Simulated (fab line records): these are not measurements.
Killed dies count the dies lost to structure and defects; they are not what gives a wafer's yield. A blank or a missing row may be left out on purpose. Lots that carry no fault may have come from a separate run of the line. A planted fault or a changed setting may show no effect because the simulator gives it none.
Struck lot and sound lot, side by side    flow n5Finfet    15 steps out of a route of 1938
Sound: the wafers L864.3, L864.4, L864.6. Struck: wafer L874.1. (L874.3 of the same lot was not struck and is left out.) The cause comes at the end.
Order at every step that has rows: each side's tool, ch and its chambers, its first start. Under that, the readings that differ: sound wafers    struck wafers    difference of the means    sigmas: that difference in standard deviations of wafers without a fault.
alike: words and numbers the same on both sides, and readings whose means are apart by under 2 such deviations; not compared: readings that were withheld, readings missing a value for some wafer, numbers with overlapping values and no deviation given by the record, and bounds like >300 which may hide the same value.
A row with sigmas, a row that says differs or no value, or rows on one side alone: a step with any of these is where the two part. Non-overlapping numbers with no deviation appear without sigmas and do not part them. A reading that every wafer of one side lacks parts them only if that side has two wafers or more.

first, 4 steps without rows for these wafers: N5_BEOL_M3_SOFTBAKE_23 (time 60 s); N5_BEOL_M3_EXPOSE_25 (exposes mask V2, defocus 5 nm); N5_BEOL_M3_PEB_26 (peb time 60 s); N5_BEOL_M3_DEVELOP_27 (develop time 30 s).
N5_BEOL_M3_CD_MEAS_28: target cd 25.7 nm, target cd y 23.3 nm.
  sound on cdSem-02 ch 0, day 7 13:15; struck on cdSem-01 ch 0, day 9 10:57
  alike: cdNm
N5_BEOL_M3_OVL_MEAS_29:
  sound on overlay-02 ch 0, day 7 13:17; struck on overlay-02 ch 0, day 9 10:59
  alike: V2_OVL
N5_BEOL_M3_INSPECT_30: inspects for defects (brightfield).
  struck on defectInspect-01, day 9 11:02; sound on defectInspect-01, day 7 13:20
  alike: rawDefectCount
N5_BEOL_M3_DESCUM_33: chemistry O2, time 7 s.
  sound on rieDiel-06 ch 1,2, day 7 13:22; struck on rieDiel-04 ch 3, day 9 11:05
  alike: biasPowerW, drypumpMotorCurrentA, oesProductAu, rfVppV, showerheadPlenumPTorr, throttleValvePct
  not compared: rfHoursCounterH
N5_BEOL_M3_ETCH_77: etches underlayer in N2/H2, target depth 6.5 nm, time 5.2 s.
  sound on rieDiel-06 ch 1,2, day 7 13:25; struck on rieDiel-04 ch 3, day 9 11:07
  alike: drypumpMotorCurrentA, etchRfOnTimeS, h2FlowSccm, oesProductAu, rfVppV, showerheadPlenumPTorr, throttleValvePct
  not compared: rfHoursCounterH
N5_BEOL_M3_ETCH_69: etches SiARC in CF4, target depth 15.6 nm, time 26 s.
  sound on rieDiel-06 ch 1,2, day 7 13:25; struck on rieDiel-04 ch 3, day 9 11:08
reading               sound              struck  difference  sigmas
throttleValvePct (%)  15.86 15.85 15.82  15.49   -0.35       -2
  alike: drypumpMotorCurrentA, etchRfOnTimeS, oesProductAu, rfVppV, showerheadPlenumPTorr
  not compared: rfHoursCounterH
N5_BEOL_M3_ALD_98: deposits SiO2, target thk 2.5 nm, pulse time 1 s, co reactant pulse time 1 s.
  sound on aldSin-02 ch 0,1, day 7 13:31; struck on aldSin-04 ch 3, day 9 11:53
  alike: heaterPowerOuterW, heaterPowerW, precursorPulseHeightRel
  not compared: sinceWetCleanH
N5_BEOL_M3_ETCHBACK_99: etches SiO2 in CHF3, target depth 5 nm, time 10.4 s.
  sound on rieDiel-04 ch 1,3, day 7 13:37; struck on rieDiel-02 ch 2, day 9 13:20
  alike: drypumpMotorCurrentA, oes_ar_750_au, oesProductAu, rfVppV, showerheadPlenumPTorr, throttleValvePct
  not compared: rfHoursCounterH
N5_BEOL_M3_ETCH_70: etches SOC in N2/H2, target depth 80 nm, overetch 16 nm, time 120 s.
  sound on rieDiel-04 ch 1,3, day 7 13:40; struck on rieDiel-02 ch 2, day 9 13:22
reading                                    sound              struck  difference  sigmas
oesProductAu (a.u.)                        0.58 0.65 0.58     0.82    +0.22       +4
runLengthS (s)                             143.9 142.9 144.2  127.2   -16.5       -40
model.SiARC_of_BEOL_M3_COAT_68.thkNm (nm)  6.4 6.6 6.4        7       +1          
  alike: drypumpMotorCurrentA, h2FlowSccm, rfVppV, showerheadPlenumPTorr, throttleValvePct
  not compared: rfHoursCounterH
then, 1 step without rows for these wafers: N5_BEOL_M3_STRIP_71 (strips in N2/H2).
N5_BEOL_M4_RC_MEAS_101:
  sound on prober-02 ch 0, day 8 08:04; struck on prober-01 ch 0, day 10 03:58
  alike: DIBL_N, DIBL_P, IOFF_N, IOFF_P, ION_N, ION_P, SS_N, SS_P, VT_N, VT_P

== WHERE THEY PART ==
Last at N5_BEOL_M3_ETCH_70 as far as this record goes, first at N5_BEOL_M3_ETCH_69. Later steps at which nothing parts them and some readings are alike: N5_BEOL_M4_RC_MEAS_101.

WHY: what had been put in by the simulator
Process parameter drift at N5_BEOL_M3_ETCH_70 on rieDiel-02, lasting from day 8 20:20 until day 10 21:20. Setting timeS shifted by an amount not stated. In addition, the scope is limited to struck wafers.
